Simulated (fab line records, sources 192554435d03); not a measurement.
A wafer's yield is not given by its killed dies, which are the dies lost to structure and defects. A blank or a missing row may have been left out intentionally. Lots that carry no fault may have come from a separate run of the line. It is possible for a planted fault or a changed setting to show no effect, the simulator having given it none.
Chamber matching :: flow n5-finfet :: 3 sister chambers for N5_BEOL_M1_DEP_57 on pecvd-01
The step deposits SiCN from 3MS/NH3, target thk 8 nm, time 14 s. 3 wafers are shown with their chamber, then 12 later ones without.

== WAFERS PAIRED WITH THEIR CHAMBERS ==
wafer: L087.4
chamber: 1
throttle-valve-pct (%): 9.2

wafer: L087.5
chamber: 0
throttle-valve-pct (%): 9.7

wafer: L087.6
chamber: 2
throttle-valve-pct (%): 7.8

== WAFERS WITH NO CHAMBER GIVEN ==
wafer: L088.1
throttle-valve-pct (%): 8.8

wafer: L088.4
throttle-valve-pct (%): 8.7

wafer: L088.5
throttle-valve-pct (%): 9.5

wafer: L090.1
throttle-valve-pct (%): 8.2

wafer: L090.2
throttle-valve-pct (%): 8.8

wafer: L090.3
throttle-valve-pct (%): 9.6

wafer: L090.4
throttle-valve-pct (%): 8.2

wafer: L090.5
throttle-valve-pct (%): 8.8

wafer: L090.6
throttle-valve-pct (%): 9.6

wafer: L096.1
throttle-valve-pct (%): 9.5

wafer: L096.2
throttle-valve-pct (%): 8.7

wafer: L096.4
throttle-valve-pct (%): 8.0

== CHAMBER TAKEN BY EACH ==
wafer: L088.1
from the rows above: can't be placed: 1 or 0 or 2
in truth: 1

wafer: L088.4
from the rows above: can't be placed: 1 or 2 or 0
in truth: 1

wafer: L088.5
from the rows above: can't be placed: 0 or 1
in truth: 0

wafer: L090.1
from the rows above: can't be placed: 2 or 1
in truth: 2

wafer: L090.2
from the rows above: can't be placed: 1 or 0 or 2
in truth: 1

wafer: L090.3
from the rows above: can't be placed: 0 or 1
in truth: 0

wafer: L090.4
from the rows above: can't be placed: 2 or 1
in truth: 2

wafer: L090.5
from the rows above: can't be placed: 1 or 0 or 2
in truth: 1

wafer: L090.6
from the rows above: can't be placed: 0 or 1
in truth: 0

wafer: L096.1
from the rows above: can't be placed: 0 or 1
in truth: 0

wafer: L096.2
from the rows above: can't be placed: 1 or 2 or 0
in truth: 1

wafer: L096.4
from the rows above: 2
in truth: 2
1 of 12 placed correctly. From these rows, 11 cannot be placed; in 11 the true chamber is one of the candidates. Wrongly placed: 0.
How it was worked out, from the rows above alone: a wafer's distance from a chamber is the root of the sum, over the readings, of the square of ((its reading less the chamber's mean) divided by the reading's scatter). The wafer belongs to the nearest chamber; if the next one is less than 2 further off, it can't be placed. Each chamber's mean is taken over the wafers shown for it. The scatter: root of mean squared gap, hidden wafer to nearest shown wafer, with one shown wafer a chamber.
